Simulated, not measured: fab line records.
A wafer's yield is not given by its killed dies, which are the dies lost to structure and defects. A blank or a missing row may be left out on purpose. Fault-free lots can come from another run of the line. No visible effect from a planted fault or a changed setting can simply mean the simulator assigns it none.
Problem report in the 8D (eight disciplines) form, filled by code -- flow n5Finfet -- the parts of the form that need people (team, actions taken, sign-off) are left out

1. WHAT WENT WRONG
On 2 wafers of 1 lot, killedAtFrontEnd at N5_PASSIVATION_PROBE_49 has a mean of 158; fault-free wafers read 42, standard deviation 11. Relative to the usual mean, that is a shift of +11 standard deviations.
Earliest sighting: wafer L249.2 on prober-01 at day 16 18:25. The record holds 3 wafers of 1 lot with a number at this step. The rule behind "out" and "out of limits": a value lying over 4 standard deviations away from the usual mean. Any other wafer with a number is counted as sound.

2. WHAT IT IS, WHAT IT ISN'T
question,is,is not
which readings at this step,"killedAtFrontEnd, defectLimitedYield, killedDies, sort_bin_5_function, sortNPass, sortYieldPct","killed_at_M0_to_M3, killed_at_M4_up, killedAtContacts, killedAtOther, killedOpen, killedShort"
which lots,L249,-
which wafers of those lots,"L249.2, L249.6",L249.1
read on which tools,prober-01,-
when,from day 16 18:25,up to then (1 sound wafer)

3. SUSPECTS, AND WHAT RULES EACH OUT
Counting: if a tool at a process step up to the reading ran every lot that is out, it stays a suspect. Sound lots after the first of them don't rule it out here, since some wafers of a struck lot are sound.
- rieDiel-06 at N5_GATE_CUT_HM_OPEN_40 (chemistry C4F6/O2, target SiO2, target depth 139 nm, time 85.1 s): kept. It ran the lot that is out, L249 (day 8 02:13).
- pvdSputter-01 at N5_MIM_TOP_DEGAS_04 (time 60 s): kept. It ran the lot that is out, L249 (day 16 04:35).
- rieMetal-01 at N5_MIM_TOP_ETCH_ETCH_00 (etches TiN in Cl2/BCl3, target depth 38.5 nm): kept. It ran the lot that is out, L249 (day 16 05:20).
- prober-01 at N5_PASSIVATION_PROBE_49: kept. It ran the lot that is out, L249 (day 16 18:22). Out on those wafers are its own readings of defectLimitedYield, killedAtFrontEnd, killedDies, sort_bin_5_function, sortNPass, sortYieldPct.
- At N5_GATE_CUT_HM_OPEN_40 on rieDiel-06, chamber 2 took the sound wafers of the same lots and chamber 0 took the wafers that are out.
Left after counting: rieDiel-06 at N5_GATE_CUT_HM_OPEN_40, pvdSputter-01 at N5_MIM_TOP_DEGAS_04, rieMetal-01 at N5_MIM_TOP_ETCH_ETCH_00, prober-01 at N5_PASSIVATION_PROBE_49.

4. THE CAUSE (what the simulator had put in)
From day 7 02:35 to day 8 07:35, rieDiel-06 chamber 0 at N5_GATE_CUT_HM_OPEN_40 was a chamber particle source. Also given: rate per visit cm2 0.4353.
Counting leaves 4 suspects; this tool is one of them.

5. SEQUENCE OF EFFECTS, ordered by route
Rows list readings where the struck wafers' mean (over those with a number) sits beyond 3 standard deviations from the usual. Only readings whose record carries a usual standard deviation are examined. hours: median over the lots of the time between each lot's start at the first step of this table that gives one and its start at this step. sigmas: the change, counted in usual standard deviations.
hours,step,reading,usual,on struck wafers,change,sigmas
0,N5_PASSIVATION_PROBE_49,defectLimitedYield,91.2 %,80.2,-11.0,-7.4
0,N5_PASSIVATION_PROBE_49,killedAtFrontEnd,42,158,+116,+11
0,N5_PASSIVATION_PROBE_49,killedDies,103,234,+132,+7.7
0,N5_PASSIVATION_PROBE_49,sort_bin_5_function,5.2 %,12.5,+7.3,+7.8
0,N5_PASSIVATION_PROBE_49,sort_bin_6_memory,3.3 %,5.8,+2.5,+3.9
0,N5_PASSIVATION_PROBE_49,sortNPass,1077,946,-132,-7.7
0,N5_PASSIVATION_PROBE_49,sortYieldPct,91.2 %,80.2,-11.0,-7.4
The process steps in it:
- N5_PASSIVATION_PROBE_49

6. HOW IT WOULD HAVE BEEN CAUGHT EARLIER
The fault began at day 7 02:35; the first out-of-limits reading in this record came at day 16 18:25, 232 hours later.
An alarm limit of 4 standard deviations would not have fired on the tool readings at N5_GATE_CUT_HM_OPEN_40 for which the record gives a usual standard deviation, since none of them was out on any struck wafer.
All the lots that are out (1) had begun N5_GATE_CUT_HM_OPEN_40 on rieDiel-06 by day 16 18:25. None of them would have been spared by holding the tool at that moment.
